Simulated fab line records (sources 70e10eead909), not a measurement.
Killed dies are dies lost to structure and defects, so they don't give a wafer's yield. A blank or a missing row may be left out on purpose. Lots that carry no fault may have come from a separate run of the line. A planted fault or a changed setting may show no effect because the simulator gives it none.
Chamber matching	flow nandHarc	NHARC_A_CHANNEL_FILL_D1_ALD_14 on aldHk-03 has 4 sister chambers
The step deposits SiO2, target thk 2.5 nm, pulse time 10 s, ald cycles 25. 4 wafers are shown with their chamber, then 7 later ones without.

WAFERS, EACH WITH ITS CHAMBER
wafer	chamber	heaterPowerOuterW (W)
L077.5	1	296
L084.6	0	230
L086.1	3	225
L086.3	2	225

WAFERS MISSING THEIR CHAMBER
wafer	heaterPowerOuterW (W)
L086.4	223
L091.1	231
L091.2	232
L091.6	302
L096.1	286
L096.3	230
L096.6	237

EACH ONE'S CHAMBER
wafer	from the rows above	in truth
L086.4	can't be placed: 2 or 3 or 0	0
L091.1	can't be placed: 0 or 2 or 3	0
L091.2	can't be placed: 0 or 2 or 3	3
L091.6	1	1
L096.1	1	1
L096.3	can't be placed: 0 or 2 or 3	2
L096.6	can't be placed: 0 or 2 or 3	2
Correct placement for 2 of the 7. Unplaceable from these rows: 5, with the true chamber sitting among the candidates in 5. Wrongly placed: 0.
How it was worked out, from the rows above alone: a wafer's distance from a chamber is the root of the sum, over the readings, of the square of ((its reading less the chamber's mean) divided by the reading's scatter). The wafer belongs to the nearest chamber; if the next one is less than 2 further off, it can't be placed. The mean given for a chamber averages the wafers shown for that chamber. The scatter: with one shown wafer a chamber, the root of the mean of the squares of how far each hidden wafer lies from its nearest shown one.
